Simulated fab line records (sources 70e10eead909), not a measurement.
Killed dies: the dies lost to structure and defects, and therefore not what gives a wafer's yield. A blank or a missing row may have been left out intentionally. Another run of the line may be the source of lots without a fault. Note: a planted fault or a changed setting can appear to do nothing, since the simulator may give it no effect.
Struck lot and sound lot, side by side || flow nand_harc || 20 out of 1302 route steps
Sound: wafers L460.3, L460.4, L460.6. Struck: wafers L467.2, L467.4, L467.6. The cause is given at the end.
At each step with rows: each side's tool, then ch and its chambers, then its first start. Under that, the readings that differ: sound wafers || struck wafers || difference of the means || sigmas: that difference in standard deviations of wafers without a fault.
alike: a reading whose means differ by less than 2 such deviations, as well as words and numbers matching on both sides. not compared: withheld readings; readings where some wafer has no value; bounds like >300 that might hide an equal value; numbers whose values overlap and for which the record gives no deviation.
A row with sigmas, a row that says differs or no value, or rows on one side alone: a step with any of these is where the two part. Numbers that have no deviation but don't overlap get no sigmas and don't part them. A reading missing from all wafers of one side parts the sides only when that side holds two or more wafers.

NHARC_P_CONTACT_DEP_30: deposits SiNx, target thk 30 nm.
  sound on pecvd-04 ch 0,1, day 8 16:22; struck on pecvd-01 ch 0,2, day 11 12:17
  alike: heater_power_w
NHARC_P_CONTACT_DEP_00: deposits SiO2, target thk 500 nm.
  sound on pecvd-04 ch 0,1; struck on pecvd-01 ch 0,2
{"reading": "throttle_valve_pct (%)", "sound": "15.7 15.5 15.2", "struck": "16.9 16.3 17.0", "difference": "+1.3", "sigmas": "+2"}
  alike: heater_power_w
NHARC_P_CONTACT_CMP_01: polishes SiO2, target thk 200 nm.
  sound on cmp-02 ch 0,2,3, day 8 17:07; struck on cmp-03 ch 0,2,3, day 11 12:58
  alike: motor_current_A
then, 8 steps without rows for these wafers: NHARC_P_CONTACT_SRD_03; NHARC_P_CONTACT_DEHYDRATE_04 (time 120 s); NHARC_P_CONTACT_HMDS_05 (time 30 s); NHARC_P_CONTACT_COAT_33 (time 75 s); NHARC_P_CONTACT_COAT_34 (time 65 s); NHARC_P_CONTACT_COAT_06 (resist thk 90 nm); NHARC_P_CONTACT_SOFTBAKE_07 (time 55 s); NHARC_P_CONTACT_EBR_08.
NHARC_P_CONTACT_EXPOSE_09: exposes mask P CA, target cd 90 nm.
  sound on arfi_scanner-03 ch 0, day 8 17:47; struck on arfi_scanner-03 ch 0, day 11 13:37
{"reading": "mask", "sound": "P_CA#0 P_CA#0 P_CA#0", "struck": "P_CA_R1#0 P_CA_R1#0 P_CA_R1#0", "difference": "differs", "sigmas": ""}
then, 2 steps without rows for these wafers: NHARC_P_CONTACT_PEB_10 (peb time 65 s); NHARC_P_CONTACT_DEVELOP_11 (develop time 35 s).
NHARC_P_CONTACT_CD_MEAS_12 targets a cd of 90 nm.
  sound on cd_sem-02 ch 0, day 8 17:55; struck on cd_sem-03 ch 0, day 11 13:45
  alike: cd_nm
NHARC_P_CONTACT_OVL_MEAS_13:
  sound: overlay-02 at day 8 18:00; struck: overlay-01 at day 11 13:50
  alike: overlay_x_nm, overlay_y_nm
NHARC_P_CONTACT_INSPECT_14:
  sound: defect_inspect-01 at day 8 18:02; struck: defect_inspect-02 at day 11 13:53
  alike: raw_defect_count
NHARC_P_CONTACT_DESCUM_17: chemistry O2, time 3 s.
  sound on rie_diel-06 ch 0,2, day 8 18:07; struck on rie_diel-02 ch 0,2,3, day 11 13:57
  alike: chamber_pressure_mTorr, drypump_motor_current_A, oes_product_au, rf_vpp_V, showerhead_plenum_p_Torr, throttle_valve_pct
  not compared: rf_hours_counter_h, model.P_CONTACT.cd_nm
NHARC_P_CONTACT_ETCH_35: etches the open film in CF4, target depth 39 nm, time 65 s.
  sound on rie_diel-06 ch 1,3, day 8 18:11; struck on rie_diel-02 ch 0,2,3, day 11 14:02
  alike: chamber_pressure_mTorr, drypump_motor_current_A, oes_product_au, rf_vpp_V, showerhead_plenum_p_Torr, throttle_valve_pct
  not compared: rf_hours_counter_h, model.P_CONTACT.cd_nm
NHARC_P_CONTACT_ETCH_36: etches the open film in N2/H2, target depth 260 nm, time 406.25 s.
  sound on rie_diel-06 ch 1,3; struck on rie_diel-02 ch 0,2,3
  alike: chamber_pressure_mTorr, drypump_motor_current_A, h2_flow_sccm, oes_product_au, rf_vpp_V, showerhead_plenum_p_Torr, throttle_valve_pct
  not compared: rf_hours_counter_h

## WHERE THEY PART
Earliest at NHARC_P_CONTACT_DEP_00; latest, in this record, at NHARC_P_CONTACT_EXPOSE_09. Later steps at which nothing parts them and some readings are alike: NHARC_P_CONTACT_CD_MEAS_12, NHARC_P_CONTACT_OVL_MEAS_13, NHARC_P_CONTACT_INSPECT_14, NHARC_P_CONTACT_DESCUM_17, NHARC_P_CONTACT_ETCH_35, NHARC_P_CONTACT_ETCH_36.

WHY: whatever the simulator had introduced
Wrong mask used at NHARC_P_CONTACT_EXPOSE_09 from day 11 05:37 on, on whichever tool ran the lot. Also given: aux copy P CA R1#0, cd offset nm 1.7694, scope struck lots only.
